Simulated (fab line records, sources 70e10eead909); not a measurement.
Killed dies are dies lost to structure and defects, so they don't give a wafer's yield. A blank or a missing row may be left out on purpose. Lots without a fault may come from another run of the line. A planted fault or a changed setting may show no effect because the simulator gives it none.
fab line records | flow nand_harc
record lots=14 wafers=42 last_day=33
route steps=1302 shown A_CONTACT@1055
lots that met no fault: from a run of the same line without faults
start_h: hours from the record's first day to the start of the lot's first wafer shown | wait_h: hours since the lot's step before | " the same as in the row above | L1.1+2: a row that stands for several wafers | - no value, or no start given | * or withheld: withheld | < > ~ a bound
route shown NAME@n: a module of which the file shows steps, and the number in the route of the first | usual: mean/standard deviation of fault-free wafers | same: alike in all rows | chamber/n: place in a boat | sites: the reading at each site | _std_site: their standard deviation | _edge_site: outer sites' mean less inner sites' | radius_mm: how far each site lies from the wafer's centre | mask NAME#n: copy n | behind: the tool/chamber that last shaped the wafer | hold: why the lot was held/for how many hours/how that ended | device: the transistor (n, p or np) that didn't switch | end of line: the same wafers' tests at the end of the route | a step without rows: its recipe alone | killed: dies lost to structure and defects at the first sort, not the wafer's yield | map: a wafer's dies, x killed, . not, _ none there
set.NAME: the setting as run; set.NAME@STEP: as run at that earlier step | model.NAME: the simulator's own value behind a step, which no gauge read
steps of the route over a sample of lots; a table a step, a row a wafer
services: from which hour (start_h, from the record's first day; less than 0 if before it) a tool's chamber was out of use, for how many hours, and why
## steps
# step NHARC_A_CONTACT_ETCH_132
# recipe source_w=withheld pressure_mtorr=20 bias_v=3000 time_s=197 target_depth_a=19240 ar_flow_sccm=withheld c4f8_flow_sccm=withheld o2_flow_sccm=withheld chemistry=C4F8/O2/Ar
# columns lot.wafer tool chamber start_h wait_h rf_hours_counter_h
L536.3 har_cap_etch-02 0 521.56 0.1 -
L536.4 " 1 " " -
L536.5 " 0 " " -
L535.1 har_cap_etch-03 0 522.06 0.1 49
L535.4 " 1 " " -
L535.6 " 1 " " -
L538.2 har_cap_etch-02 1 551.36 0.2 96
L538.4 " 1 " " -
L538.3 " 0 " " -
L541.1 har_cap_etch-03 1 552.62 0.1 54
L541.5 " 0 " " -
L541.6 " 1 " " -
L539.3 har_cap_etch-03 0 563.39 0.1 -
L539.4 " 1 " " -
L539.6 " 1 " " -
L540.3 har_cap_etch-03 1 570.28 0.1 -
L540.4 " 0 " " -
L540.5 " 1 " " -
L542.2 har_cap_etch-02 0 573.93 0.1 102
L542.4 " 0 " " -
L542.5 " 1 " " -
L543.3 har_cap_etch-02 0 586.78 0.1 -
L543.4 " 1 " " -
L543.6 " 1 " " -
L544.1 har_cap_etch-01 1 588.28 0.2 15
L544.4 " 0 " " -
L544.5 " 1 " " -
L546.1 har_cap_etch-02 0 607.17 0.1 109
L546.4 " 0 " " -
L546.3 " 1 " " -
L554.1 har_cap_etch-03 1 699.29 0.1 79
L554.4 " 1 " " -
L554.5 " 0 " " -
L556.1 har_cap_etch-01 1 715.22 0.1 37
L556.3 " 0 " " -
L556.5 " 1 " " -
L557.4 har_cap_etch-02 1 719.98 0.1 -
L557.3 " 0 " " -
L557.5 " 0 " " -
L558.1 har_cap_etch-02 0 742.41 0.1 134
L558.4 " 0 " " -
L558.5 " 1 " " -
# step NHARC_A_CONTACT_STRIP_82
# recipe o2_flow_sccm=500 ar_flow_sccm=0 bias_w=0 chemistry=O2
# usual drypump_motor_current_A=5.7/0.39 oes_product_au=0.999/0.0073 rf_vpp_V=57.6/0.89 showerhead_plenum_p_Torr=3.49/0.1 throttle_valve_pct=17.036/0.0086
# columns lot.wafer tool chamber start_h wait_h drypump_motor_current_A oes_product_au rf_hours_counter_h rf_vpp_V showerhead_plenum_p_Torr throttle_valve_pct
L536.3 rie_diel-13 2 - - 6.0 0.993 25 57.5 3.63 17.018
L536.4 " 0 " " 5.7 0.984 29 58.4 3.48 17.049
L536.5 " 1 " " 5.4 0.993 - 57.9 3.44 17.042
L535.4 rie_diel-13 0 - - 5.7 0.988 29 57.4 3.48 17.030
L535.1 " 1 " " 5.4 0.988 27 58.5 3.44 17.020
L535.6 " 3 " " 5.4 0.992 - 58.9 3.53 17.028
L538.2 rie_diel-09 0 - - 6.1 0.984 16 59.0 3.54 17.017
L538.4 " 2 " " 5.9 1.001 17 57.7 3.33 17.047
L538.3 " 3 " " 5.5 1.002 18 56.3 3.50 17.030
L541.1 rie_diel-05 3 - - 6.3 1.008 38 58.2 3.68 17.035
L541.5 " 1 " " 5.4 1.004 - 57.7 3.62 17.040
L541.6 " 2 " " 4.7 1.004 - 57.9 3.49 17.050
L539.3 rie_diel-09 2 - - 5.8 1.003 21 58.0 3.33 17.026
L539.4 " 2 " " 5.8 1.001 - 57.0 3.33 17.040
L539.6 " 0 " " 6.1 0.985 - 58.0 3.54 17.031
L540.4 rie_diel-05 3 - - 6.3 1.004 46 57.5 3.68 17.034
L540.3 " 2 " " 4.7 0.993 47 57.2 3.48 17.047
L540.5 " 0 " " 5.9 0.993 - 56.7 3.30 17.040
L542.2 rie_diel-13 3 - - 5.4 1.009 8 58.2 3.53 17.030
L542.4 " 0 " " 5.7 1.005 10 57.8 3.48 17.042
L542.5 " 1 " " 5.4 1.002 - 57.0 3.43 17.024
L543.4 rie_diel-13 1 - - 5.4 0.999 13 58.4 3.43 17.040
L543.3 " 2 " " 6.1 0.990 10 59.3 3.63 17.038
L543.6 " 0 " " 5.7 1.009 - 57.6 3.48 17.040
L544.4 rie_diel-09 2 - - 5.8 1.016 31 57.3 3.32 17.038
L544.1 " 3 " " 5.6 1.009 23 57.3 3.49 17.035
L544.5 " 0 " " 6.1 0.996 - 56.6 3.54 17.036
L546.1 rie_diel-05 3 - - 6.3 0.987 2 59.0 3.67 17.031
L546.3 " 1 " " 5.3 0.999 3 59.1 3.61 17.032
L546.4 " 2 " " 4.7 0.990 2 57.1 3.48 17.054
L554.1 rie_diel-09 1 - - 5.5 1.016 3 56.8 3.50 17.036
L554.4 " 3 " " 5.6 0.985 2 55.9 3.48 17.023
L554.5 " 1 " " 5.5 1.014 - 58.2 3.50 17.037
L556.1 rie_diel-09 0 - - 6.1 0.992 9 55.7 3.51 17.030
L556.3 " 1 " " 5.5 1.015 11 57.9 3.49 17.037
L556.5 " 0 " " 6.1 0.995 - 57.1 3.51 17.020
L557.4 rie_diel-09 3 - - 5.6 0.990 10 58.8 3.47 17.028
L557.3 " 1 " " 5.5 1.007 12 57.2 3.49 17.043
L557.5 " 0 " " 6.1 0.989 - 57.7 3.51 17.052
L558.1 rie_diel-05 2 - - 4.7 0.991 47 57.1 3.45 17.027
L558.4 " 3 " " 6.4 0.997 53 56.9 3.64 17.049
L558.5 " 2 " " 4.7 1.003 - 59.1 3.45 17.033
# step NHARC_A_CONTACT_EXPOSE_05
# recipe na=1.35 sigma_outer=0.8 dose_mj=84.24 mask_id=A_CC
# usual exposure_dose_mJ_cm2=84.19/0.094 focus_offset_nm=-0.1/0.5
# columns lot.wafer tool chamber start_h wait_h mask exposure_dose_mJ_cm2 focus_offset_nm
L536.3 arfi_scanner-03 0 525.98 - A_CC#0 84.28 0.7
L536.4 " 0 " " A_CC#0 84.23 0.5
L536.5 " 0 " " A_CC#0 84.35 0.2
L535.1 arfi_scanner-01 0 526.62 - A_CC#0 84.21 0.0
L535.4 " 0 " " A_CC#0 84.22 0.0
L535.6 " 0 " " A_CC#0 84.18 0.0
L538.2 arfi_scanner-03 0 563.13 - A_CC#0 84.18 0.2
L538.3 " 0 " " A_CC#0 84.21 -1.1
L538.4 " 0 " " A_CC#0 84.20 -0.4
L541.1 arfi_scanner-01 0 563.65 - A_CC#0 84.15 0.1
L541.5 " 0 " " A_CC#0 84.19 0.0
L541.6 " 0 " " A_CC#0 84.29 -0.4
L539.3 arfi_scanner-03 0 571.96 - A_CC#0 84.13 0.3
L539.4 " 0 " " A_CC#0 84.14 0.1
L539.6 " 0 " " A_CC#0 84.13 0.1
L540.3 arfi_scanner-03 0 575.79 - A_CC#0 84.15 0.0
L540.4 " 0 " " A_CC#0 84.07 0.2
L540.5 " 0 " " A_CC#0 84.19 -0.6
L542.2 arfi_scanner-01 0 578.59 - A_CC#0 84.41 -0.1
L542.4 " 0 " " A_CC#0 84.21 -0.1
L542.5 " 0 " " A_CC#0 84.25 -0.5
L543.3 arfi_scanner-03 0 595.46 - A_CC#0 84.18 0.0
L543.4 " 0 " " A_CC#0 84.20 -0.2
L543.6 " 0 " " A_CC#0 84.17 0.3
L544.1 arfi_scanner-02 - 595.62 - A_CC#0 - -
L544.4 " - " " A_CC#0 - -
L544.5 " - " " A_CC#0 - -
L546.1 arfi_scanner-03 - 611.62 - A_CC#0 - -
L546.3 " - " " A_CC#0 - -
L546.4 " - " " A_CC#0 - -
L554.1 arfi_scanner-03 0 706.23 - A_CC#0 84.07 -0.5
L554.4 " 0 " " A_CC#0 84.18 -0.2
L554.5 " 0 " " A_CC#0 84.08 -0.1
L556.1 arfi_scanner-03 0 719.65 - A_CC#0 83.94 -0.4
L556.3 " 0 " " A_CC#0 84.07 -0.8
L556.5 " 0 " " A_CC#0 84.02 -0.8
L557.3 arfi_scanner-02 0 725.06 - A_CC#0 84.08 0.5
L557.4 " 0 " " A_CC#0 84.00 -0.7
L557.5 " 0 " " A_CC#0 84.05 0.0
L558.1 arfi_scanner-03 0 747.23 - A_CC#0 84.13 0.4
L558.4 " 0 " " A_CC#0 84.08 0.5
L558.5 " 0 " " A_CC#0 84.16 0.2
# step NHARC_A_CONTACT_ETCH_88
# recipe target_depth_a=390 over_etch_frac=0.3 time_s=65 ion_energy_ev=80 cf4_flow_sccm=150 ar_flow_sccm=0 rf_w=300 bias_w=100 chemistry=CF4
# usual drypump_motor_current_A=5.7/0.36 oes_product_au=0.997/0.0078 rf_vpp_V=151.0/1.2 showerhead_plenum_p_Torr=1.75/0.053 throttle_valve_pct=13.283/0.0088
# columns lot.wafer tool chamber start_h wait_h drypump_motor_current_A oes_product_au rf_hours_counter_h rf_vpp_V showerhead_plenum_p_Torr throttle_valve_pct
L536.3 rie_diel-09 2 526.41 0.1 5.8 1.014 5 150.2 1.67 13.285
L536.4 " 2 " " 5.8 1.010 - 149.8 1.67 13.295
L536.5 " 3 " " 5.6 1.016 - 151.6 1.76 13.289
L535.4 rie_diel-05 2 527.04 0.1 4.6 0.981 32 152.1 1.75 13.292
L535.1 " 3 " " 6.4 1.000 31 149.7 1.85 13.286
L535.6 " 0 " " 5.9 1.002 - 149.9 1.66 13.296
L538.2 rie_diel-09 2 563.56 0.1 5.8 0.983 20 147.0 1.67 13.271
L538.3 " 0 " " 6.1 0.992 18 151.0 1.78 13.295
L538.4 " 0 " " 6.1 0.989 - 149.9 1.78 13.274
L541.1 rie_diel-13 1 564.08 0.1 5.4 1.000 7 150.6 1.72 13.284
L541.5 " 1 " " 5.4 0.995 - 150.5 1.72 13.298
L541.6 " 2 " " 6.0 0.992 - 153.3 1.82 13.269
L539.3 rie_diel-13 0 572.41 0.1 5.7 0.994 9 150.0 1.74 13.272
L539.4 " 3 " " 5.3 0.996 - 152.6 1.77 13.300
L539.6 " 0 " " 5.7 0.991 - 151.0 1.74 13.268
L540.3 rie_diel-09 2 576.20 0.1 5.8 0.999 28 149.7 1.67 13.281
L540.4 " 0 " " 6.1 0.992 27 151.7 1.77 13.283
L540.5 " 2 " " 5.8 0.997 - 150.6 1.67 13.282
L542.4 rie_diel-13 2 579.00 0.1 6.0 0.992 8 153.3 1.82 13.284
L542.2 " 0 " " 5.7 0.996 10 149.6 1.74 13.272
L542.5 " 3 " " 5.4 1.001 - 152.9 1.77 13.287
L543.4 rie_diel-13 3 595.86 0.1 5.4 1.008 12 150.7 1.77 13.279
L543.3 " 0 " " 5.7 1.001 13 149.5 1.74 13.293
L543.6 " 2 " " 6.0 1.005 - 151.6 1.82 13.286
L544.4 rie_diel-13 1 596.21 0.2 5.4 1.004 14 151.9 1.72 13.278
L544.1 " 3 " " 5.4 0.997 12 151.4 1.77 13.274
L544.5 " 2 " " 6.1 0.993 - 153.7 1.82 13.261
L546.3 rie_diel-13 1 612.03 0.1 5.4 0.996 17 150.1 1.72 13.282
L546.4 " 2 " " 6.0 0.992 15 151.6 1.82 13.289
L546.1 " 0 " " 5.7 0.995 16 150.6 1.74 13.279
L554.1 rie_diel-09 0 706.64 0.1 6.1 0.974 5 150.6 1.76 13.281
L554.4 " 1 " " 5.5 0.991 5 151.7 1.75 13.275
L554.5 " 0 " " 6.1 0.965 - 151.5 1.76 13.274
L556.3 rie_diel-09 1 720.09 0.1 5.5 0.994 11 150.3 1.75 13.290
L556.1 " 2 " " 5.8 1.001 10 150.0 1.65 13.269
L556.5 " 0 " " 6.1 0.982 - 152.4 1.76 13.289
L557.4 rie_diel-05 2 725.48 0.1 4.6 0.998 37 150.8 1.73 13.280
L557.3 " 1 " " 5.3 1.011 46 151.9 1.80 13.289
L557.5 " 2 " " 4.7 1.004 - 150.0 1.73 13.288
L558.4 rie_diel-05 0 747.64 0.1 5.8 0.999 58 150.6 1.64 13.292
L558.1 " 2 " " 4.7 0.998 47 150.1 1.73 13.284
L558.5 " 0 " " 5.8 1.001 - 149.7 1.64 13.290
## services
# columns tool chamber start_h hours kind
arfi_scanner-03 - 499.30 0.3 repair
rie_diel-09 1 504.56 7.8 repair
har_cap_etch-02 - 516.00 0.9 repair
arfi_scanner-03 - 519.21 0.8 repair
rie_diel-13 - 526.35 9.0 pm
arfi_scanner-01 - 536.55 0.7 repair
arfi_scanner-03 - 540.00 4.0 pm
rie_diel-09 3 560.62 8.5 repair
rie_diel-13 3 562.61 3.0 repair
rie_diel-09 1 566.46 6.7 repair
rie_diel-13 2 569.99 3.3 repair
rie_diel-05 - 587.88 9.0 pm
arfi_scanner-01 - 596.00 4.0 pm
rie_diel-09 2 631.50 4.8 repair
arfi_scanner-03 - 636.32 1.0 repair
arfi_scanner-03 - 650.27 1.5 repair
rie_diel-09 - 674.19 9.0 pm
arfi_scanner-01 - 687.52 6.6 repair
rie_diel-05 2 693.72 16.0 repair
arfi_scanner-03 - 697.78 1.4 repair
rie_diel-13 - 703.35 9.0 pm
arfi_scanner-03 - 712.00 4.0 pm
har_cap_etch-03 - 725.51 1.7 repair
arfi_scanner-03 - 732.70 0.3 repair
## key
first_sign step=NHARC_A_CONTACT_EXPOSE_05 reading=tool_record direction=missing
effect none on later readings
met_at NHARC_A_CONTACT_EXPOSE_05
struck_lots L544,L546
later_rows_left_out L544.1,L544.4,L544.5,L546.1,L546.3,L546.4
sort_left_out L544.1,L544.4,L544.5,L546.1,L546.3,L546.4
tester_left_out L544,L546
not_acting_at NHARC_A_CONTACT_ETCH_132,NHARC_A_CONTACT_STRIP_82,NHARC_A_CONTACT_ETCH_88
onset_between 595.46 595.62
fault kind=skipped_step_whole tool=arfi_scanner-02,arfi_scanner-03 chamber=- onset_h=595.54 steps=NHARC_A_CONTACT_EXPOSE_05 scope=struck_lots_only
# tester_left_out: of these lots the tester's yield and bins aren't shown, on N5 and GAA mostly nor the transistor test; their killed dies are dies lost to structure and defects alone, not to doping, threshold or leakage, so they don't give the yield
# sort_left_out: the simulated sort isn't trusted on such a fault, so these wafers' sort isn't shown, and their yield isn't known
# later_rows_left_out: the simulator's readings of these wafers behind a module that went badly wrong aren't trusted and aren't shown, but for the sort
